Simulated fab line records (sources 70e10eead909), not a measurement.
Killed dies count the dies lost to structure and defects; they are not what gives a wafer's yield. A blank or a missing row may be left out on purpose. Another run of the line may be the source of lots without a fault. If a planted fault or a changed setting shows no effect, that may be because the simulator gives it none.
The tool behind it: which one? | flow nand harc | 72 wafers sampled from 24 lots at 1 step of a route of 1159

## WHAT EACH GAUGE READ, for each wafer
NHARC_A_SLIT_OVL_MEAS_10.
lot  | measured     | on         | overlay x nm (nm) | overlay y nm (nm)
L074 | day 14 14:48 | overlay-01 | 0.0 -0.3 -0.6     | -1.0 -0.7 -0.2
L075 | day 14 15:10 | overlay-01 | -0.5 -0.6 -0.5    | 1.3 0.9 1.0
L078 | day 14 23:30 | overlay-02 | -0.9 0.0 -0.9     | 2.3 2.0 2.0
L077 | day 15 00:25 | overlay-02 | 1.2 0.7 0.8       | 0.7 1.0 0.4
L079 | day 15 12:07 | overlay-02 | -0.8 -0.4 -0.2    | 1.7 1.4 1.9
L076 | day 15 13:41 | overlay-02 | 0.3 0.3 -0.5      | -1.4 -1.2 -2.1
L081 | day 16 07:13 | overlay-02 | -0.6 -0.7 -0.5    | 1.7 1.9 1.7
L084 | day 16 07:26 | overlay-01 | 0.8 1.0 1.0       | -0.7 -0.8 -0.4
L080 | day 16 07:42 | overlay-01 | 0.7 0.7 0.9       | -1.2 -1.3 -0.9
L083 | day 16 11:11 | overlay-01 | -1.8 -1.7 -1.3    | 1.2 1.3 1.0
L082 | day 16 11:28 | overlay-01 | 0.1 0.0 0.2       | -0.5 0.0 -0.4
L088 | day 17 12:19 | overlay-02 | 0.2 -0.3 0.5      | -1.0 -0.9 -1.0
L087 | day 17 12:37 | overlay-01 | -1.2 -1.2 -1.3    | -0.9 -1.5 -1.5
L086 | day 18 01:28 | overlay-01 | 0.1 0.0 0.4       | 0.5 0.2 0.0
L085 | day 18 02:30 | overlay-02 | 0.0 -0.5 -0.8     | -1.5 -1.6 -1.8
L090 | day 18 09:52 | overlay-01 | -0.3 -0.6 -0.9    | -0.4 -0.4 -0.7
L092 | day 18 10:12 | overlay-02 | 0.6 0.0 0.5       | 1.1 1.5 1.2
L091 | day 18 12:08 | overlay-02 | -1.8 -1.4 -1.2    | -0.1 -0.4 -0.5
L089 | day 18 13:44 | overlay-01 | 1.2 1.0 1.0       | 0.6 0.4 0.4
L095 | day 19 07:47 | overlay-02 | -0.1 0.7 -0.1     | -0.7 0.0 -0.5
L094 | day 19 08:31 | overlay-01 | -1.5 -1.3 -1.5    | -0.4 -0.7 -0.8
L096 | day 19 08:40 | overlay-02 | -1.0 -0.6 -0.7    | -0.3 -0.5 -0.2
L093 | day 19 09:38 | overlay-01 | 0.5 0.2 0.8       | 0.8 1.0 0.9
L097 | day 20 05:05 | overlay-02 | -0.1 -0.1 0.1     | 1.2 0.1 0.1

## WHAT TOOL EACH LOT RAN ON (gives the tool, then ch and the chambers of the sampled wafers, and finally the start)
The record holds no process step before these readings.

## AS READ BY THE TOOLS THEMSELVES (means over the sampled wafers that have a number; for cases with no such wafer, the mark the record gives instead)
The record holds no such reading with a usual standard deviation.

## THE ANSWER, worked out from the rows above alone
Rule: what is usual is taken from the lots themselves. The widest of any qualifying gaps counts: lots, ordered by their means at a reading, are off when they make up no more than a third of the lots, leave a main group of 4 or more, and stand apart from it by 3 or more times the standard deviation of that group's means. A main group whose means are all the same, to the digits that the tables above print for the reading, isn't used. A lot without any number at a reading at which 4 lots or more have one is off too. All remaining lots with rows at the step are treated as sound. First the gauges in route order, then the tools' own readings, where a lot's mean is used as printed above. The first step at which some lot is off is used, and at that step the reading that is off furthest; a lot without a number counts as furthest.
None of the lots is off at any reading shown; this tells nothing.

## WHAT WAS PUT IN BY THE SIMULATOR
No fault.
